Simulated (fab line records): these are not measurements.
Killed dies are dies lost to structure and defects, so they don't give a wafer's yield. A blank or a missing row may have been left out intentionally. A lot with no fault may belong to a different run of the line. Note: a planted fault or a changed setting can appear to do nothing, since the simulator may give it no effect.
Which of the tools did it? ; flow n5-finfet ; 12 lots with 36 wafers sampled at 3 steps, on a route of 1938 steps

## WHAT THE GAUGES SHOWED, per wafer
N5_BEOL_M4_OVL_MEAS_12.
lot;measured;on;M4_OVL (nm)
L075;day 7 14:54;overlay-02;0.0 0.2 0.3
L078;day 8 16:29;overlay-01;-0.5 0.4 -0.5
L079;day 8 20:26;overlay-01;0.6 -1.1 0.1
L081;day 9 07:31;overlay-02;0.8 -0.1 0.8
L082;day 9 22:06;overlay-01;0.5 0.6 1.0
L085;day 10 03:37;overlay-01;0.3 2.1 0.0
L086;day 10 20:27;overlay-01;0.6 -0.3 1.4
L090;day 11 10:32;overlay-01;-0.2 0.0 0.0
L092;day 11 14:31;overlay-02;0.4 -0.8 -0.6
L093;day 12 06:26;overlay-02;0.3 0.3 0.5
L094;day 12 18:18;overlay-01;0.0 0.6 0.5
L097;day 13 11:52;overlay-02;-0.3 0.5 0.0

## TOOL THAT RAN EACH LOT (tool first, then ch and the chambers of the sampled wafers, then the start)
lot;N5_BEOL_M3_SPUTTER_86;N5_BEOL_M3_ANNEAL_95
L075;pvd-sputter-01, day 7 10:19;pvd-sputter-01, day 7 11:16
L078;pvd-sputter-01, day 8 12:46;pvd-sputter-01, day 8 13:49
L079;pvd-sputter-02, day 8 17:34;pvd-sputter-02, day 8 18:31
L081;pvd-sputter-02, day 9 04:11;pvd-sputter-02, day 9 05:08
L082;pvd-sputter-02, day 9 16:56;pvd-sputter-02, day 9 17:54
L085;pvd-sputter-03, day 10 00:23;pvd-sputter-03, day 10 01:21
L086;pvd-sputter-02, day 10 17:25;pvd-sputter-02, day 10 18:23
L090;pvd-sputter-03, day 11 06:58;pvd-sputter-03, day 11 07:55
L092;pvd-sputter-03, day 11 11:34;pvd-sputter-03, day 11 12:31
L093;pvd-sputter-01, day 12 02:40;pvd-sputter-01, day 12 03:38
L094;pvd-sputter-01, day 12 15:16;pvd-sputter-01, day 12 16:13
L097;pvd-sputter-01, day 13 07:11;pvd-sputter-01, day 13 08:09
- N5_BEOL_M3_SPUTTER_86: material Cu, target thk 4.5 nm, time 8.29 s.
- N5_BEOL_M3_ANNEAL_95: time 240 s.

## THE ANSWER, worked out from the rows above alone
Rule: usual is defined by the lots themselves. The widest of any qualifying gaps counts: lots, ordered by their means at a reading, are off when they make up no more than a third of the lots, leave a main group of 4 or more, and stand apart from it by 3 or more times the standard deviation of that group's means. The tables above print the reading to a certain number of digits; a main group whose means all agree to those digits is not used. A lot without any number at a reading at which 4 lots or more have one is off too. All remaining lots with rows at the step are treated as sound.
No lot is off at any reading shown: from this, nothing can be told.

## WHAT THE SIMULATOR HAD PUT IN
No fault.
